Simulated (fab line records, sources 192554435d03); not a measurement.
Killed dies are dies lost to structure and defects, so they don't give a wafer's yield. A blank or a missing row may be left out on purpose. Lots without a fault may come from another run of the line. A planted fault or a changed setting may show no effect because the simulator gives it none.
Split-lot experiment | flow n5_finfet | 7 lots, 21 wafers read, on a route of 1938 steps

THE SPLIT
At N5_MOL_CONTACT_COAG_COAT_76 (time 60 s, resist thk 10 nm), the setting spin_rpm was moved away from the recipe's 1500 rpm on 9 of the 21 wafers read, by -8.9% to +10.0%. The other wafers ran this setting at the recipe's value.

FROM THE SPLIT TO THE READING: what the file shows between them, 4 steps
- N5_MOL_CONTACT_COAG_COAT_77: time 60 s, resist thk 10 nm
- N5_MOL_CONTACT_COAG_COAT_78: resist thk 40 nm
- N5_MOL_CONTACT_COAG_DESCUM_88: chemistry O2, time 7 s
- N5_MOL_CONTACT_COAG_ETCH_89: etches underlayer in N2/H2, target depth 13 nm, time 10.4 s

THE READING
etch.depth_nm (the simulator's own value, which no gauge read), in nm, at N5_MOL_CONTACT_COAG_ETCH_90 (etches SiARC in CF4, target depth 13 nm, time 21.7 s). The file gives no usual value for it. The 12 wafers here that ran the recipe average 10.019 nm, standard deviation 0.018 nm.

wafer  | tool, chamber at the split | spin_rpm as run, rpm | against the recipe | etch.depth_nm, nm | against lot-mates on the recipe
L079.2 | litho_track-02, 0          | 1576                 | +5.1%              | 9.768             | -0.272
L079.5 | litho_track-02, 0          | 1500                 | recipe             | 10.05             | -
L079.6 | litho_track-02, 0          | 1500                 | recipe             | 10.03             | -
L080.1 | litho_track-02, 0          | 1606                 | +7.1%              | 9.668             | -0.328
L080.2 | litho_track-02, 0          | 1606                 | +7.1%              | 9.666             | -0.330
L080.3 | litho_track-02, 0          | 1500                 | recipe             | 9.996             | -
L082.4 | litho_track-04, 0          | 1500                 | recipe             | 10.03             | -
L082.5 | litho_track-04, 0          | 1500                 | recipe             | 10.01             | -
L082.6 | litho_track-04, 0          | 1650                 | +10.0%             | 9.551             | -0.469
L088.1 | litho_track-04, 0          | 1500                 | recipe             | 10                | -
L088.2 | litho_track-04, 0          | 1500                 | recipe             | 10.03             | -
L088.5 | litho_track-04, 0          | 1500                 | recipe             | 10.01             | -
L090.1 | litho_track-04, 0          | 1623                 | +8.2%              | 9.593             | -0.394
L090.3 | litho_track-04, 0          | 1623                 | +8.2%              | 9.578             | -0.409
L090.4 | litho_track-04, 0          | 1500                 | recipe             | 9.987             | -
L094.2 | litho_track-02, 0          | 1367                 | -8.9%              | 10.52             | +0.480
L094.3 | litho_track-02, 0          | 1367                 | -8.9%              | 10.53             | +0.490
L094.4 | litho_track-02, 0          | 1500                 | recipe             | 10.04             | -
L097.1 | litho_track-02, 0          | 1500                 | recipe             | 10.02             | -
L097.2 | litho_track-02, 0          | 1370                 | -8.7%              | 10.53             | +0.505
L097.4 | litho_track-02, 0          | 1500                 | recipe             | 10.03             | -

THE FIT
A straight line over all 21 wafers: etch.depth_nm changes by -0.0535 nm for each +1% of spin_rpm; r = -1.00; the points scatter about the line by 0.024 nm.
The same after taking each lot's own level away (the mean of its wafers on the recipe; 21 wafers): -0.0515 nm for each +1%; r = -1.00; scatter 0.021 nm.
On that fit, the largest move of spin_rpm shifts the reading by 0.52 nm.
The lots' own levels span 9.9870 to 10.0400 nm, that is 2.9 times the standard deviation above.
So the lot-to-lot level changes the slope little: the two slopes agree.
Check: with one of the wafers moved furthest among these (+10.0%) left out of the fit, the line predicts -0.511 nm for it against its lot-mates. It came out at -0.469 nm against them.

THE WHOLE CHAIN: every reading that the file lists as answering this split, in the file's order
step                        | what it does                                         | reading                                                                                   | change (the file's fit)                | r (the file's)
N5_MOL_CONTACT_COAG_COAT_76 | time 60 s, resist thk 10 nm                          | SiARC_of_MOL_CONTACT_COAG_COAT_76.thk_nm (the simulator's own value, which no gauge read) | -0.0546 nm for each +1% of the setting | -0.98
N5_MOL_CONTACT_COAG_ETCH_90 | etches SiARC in CF4, target depth 13 nm, time 21.7 s | etch.depth_nm (the simulator's own value, which no gauge read)                            | -0.0514 nm for each +1% of the setting | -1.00

THE FILE'S OWN FIT
etch.depth_nm changes by -0.0514 nm for each +1% of spin_rpm, r = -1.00.
